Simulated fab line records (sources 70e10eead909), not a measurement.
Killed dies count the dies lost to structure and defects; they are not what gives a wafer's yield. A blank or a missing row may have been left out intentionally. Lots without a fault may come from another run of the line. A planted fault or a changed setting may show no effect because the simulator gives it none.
What tool caused it?    flow nand harc    Sampling: 11 lots, 33 wafers, 3 of 1302 route steps

WHAT THE GAUGES SHOWED, per wafer
NHARC_P_GATE_CD_MEAS_59: the cd target is 720 nm.
lot   measured      on         cd nm (nm)
L987  day 6 01:52   cd sem-01  721.0 722.7 719.0
L989  day 6 19:58   cd sem-01  721.9 721.1 722.8
L990  day 7 03:27   cd sem-02  724.9 721.3 726.2
L993  day 8 00:44   cd sem-01  718.6 721.2 721.0
L102  day 12 04:18  cd sem-03  - - -
L103  day 12 23:13  cd sem-03  - - -
L104  day 13 00:10  cd sem-03  720.3 721.0 718.0
L105  day 13 08:47  cd sem-03  719.9 721.5 719.5
L106  day 13 16:40  cd sem-03  721.5 720.9 720.8
L108  day 14 13:33  cd sem-03  724.6 722.2 722.1
L110  day 15 05:05  cd sem-01  719.6 718.9 721.2

EACH LOT AND THE TOOL THAT RAN IT (in order: tool; ch and the chambers of the sampled wafers; start)
lot   NHARC_P_GATE_STRIP_111                NHARC_P_GATE_EXPOSE_56
L987  plasma asher-02 ch 0,1, day 6 00:38   krf scanner-02 ch 0, day 6 01:42
L989  plasma asher-01 ch 0,1, day 6 18:44   krf scanner-02 ch 0, day 6 19:49
L990  plasma asher-01 ch 0,1, day 7 02:13   krf scanner-04 ch 0, day 7 03:18
L993  plasma asher-02 ch 0,1, day 7 23:31   krf scanner-01 ch 0, day 8 00:35
L102  plasma asher-02 ch 0,1, day 12 03:10  krf scanner-04, day 12 04:08
L103  plasma asher-02 ch 0,1, day 12 22:02  krf scanner-02, day 12 23:03
L104  plasma asher-01 ch 0,1, day 12 22:56  krf scanner-04 ch 0, day 13 00:01
L105  plasma asher-02 ch 0,1, day 13 07:46  krf scanner-04 ch 0, day 13 08:38
L106  plasma asher-02 ch 0, day 13 15:29    krf scanner-01 ch 0, day 13 16:31
L108  plasma asher-01 ch 0,1, day 14 12:29  krf scanner-02 ch 0, day 14 13:24
L110  plasma asher-02 ch 0,1, day 15 03:52  krf scanner-04 ch 0, day 15 04:56
- NHARC_P_GATE_STRIP_111: strips in N2/H2, time 250 s.
- NHARC_P_GATE_EXPOSE_56: exposes mask P PSD, target cd 720 nm.

THE ANSWER, worked out from the rows above alone
Rule: the lots themselves supply what counts as usual. The widest of any qualifying gaps counts: lots, ordered by their means at a reading, are off when they make up no more than a third of the lots, leave a main group of 4 or more, and stand apart from it by 3 or more times the standard deviation of that group's means. The tables above print the reading to a certain number of digits; a main group whose means all agree to those digits is not used. A lot without any number at a reading at which 4 lots or more have one is off too. Where the step has rows for the other lots, those lots are counted as sound.
Off at NHARC_P_GATE_CD_MEAS_59 (cd nm): L102, L103. Without a number there: L102, L103. For the main group the mean is 721.2 nm and the standard deviation 1.4.
A tool fits if, at a process step before that reading, it ran every lot that is off, and no sound lot after the first of them. Those tools and the gauges at NHARC_P_GATE_CD_MEAS_59 are tried in the same way. Not one of the candidates tried fits.

WHAT THE SIMULATOR PUT IN
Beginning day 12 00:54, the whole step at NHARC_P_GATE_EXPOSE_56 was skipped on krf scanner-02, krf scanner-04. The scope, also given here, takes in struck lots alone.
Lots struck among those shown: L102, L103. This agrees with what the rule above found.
